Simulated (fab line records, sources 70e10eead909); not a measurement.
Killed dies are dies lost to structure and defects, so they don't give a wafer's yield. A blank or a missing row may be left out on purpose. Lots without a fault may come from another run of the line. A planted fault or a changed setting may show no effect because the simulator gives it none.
Chamber matching | flow nand_harc | NHARC_A_CHANNEL_FILL_D2_ETCHBACK_19 on rie_si-05: 4 sister chambers
The step etches the open film in HBr/Cl2, target depth 5 nm, time 1.7 s. 7 wafers are shown with their chamber, then 9 later ones without.

WAFERS WITH THEIR CHAMBER
wafer  | chamber | drypump_motor_current_A (A) | oes_product_au (a.u.)
L075.2 | 2       | 6.1                         | 0.997
L084.6 | 1       | 6.2                         | 0.980
L085.3 | 1       | 6.2                         | 0.999
L085.6 | 3       | 5.8                         | 1.007
L087.1 | 3       | 5.8                         | 1.002
L087.2 | 0       | 5.8                         | 1.002
L087.5 | 0       | 5.7                         | 0.995

WAFERS WITHOUT THEIR CHAMBER
wafer  | drypump_motor_current_A (A) | oes_product_au (a.u.)
L092.2 | 6.2                         | 0.990
L092.4 | 6.1                         | 0.996
L092.5 | 6.1                         | 1.004
L095.1 | 5.8                         | 0.994
L095.2 | 5.7                         | 0.999
L095.5 | 6.2                         | 1.006
L097.2 | 5.7                         | 1.005
L097.3 | 6.2                         | 0.993
L097.6 | 5.7                         | 1.007

WHICH CHAMBER EACH WENT THROUGH
wafer  | from the rows above     | in truth
L092.2 | 1                       | 1
L092.4 | 2                       | 2
L092.5 | 2                       | 2
L095.1 | can't be placed: 3 or 0 | 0
L095.2 | can't be placed: 0 or 3 | 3
L095.5 | can't be placed: 1 or 2 | 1
L097.2 | can't be placed: 0 or 3 | 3
L097.3 | 1                       | 1
L097.6 | can't be placed: 0 or 3 | 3
Placed correctly: 4 of 9. Can't be placed from these rows: 5 (the true chamber is among the candidates in 5). Placed wrongly: 0.
How it was worked out, from the rows above alone: a wafer's distance from a chamber is the root of the sum, over the readings, of the square of ((its reading less the chamber's mean) divided by the reading's scatter). The wafer belongs to the nearest chamber; if the next one is less than 2 further off, it can't be placed. A chamber's mean is the mean of its shown wafers. The scatter: the root of (the sum of the squares of (reading less its chamber's mean) over the shown wafers, divided by (wafers less chambers)).
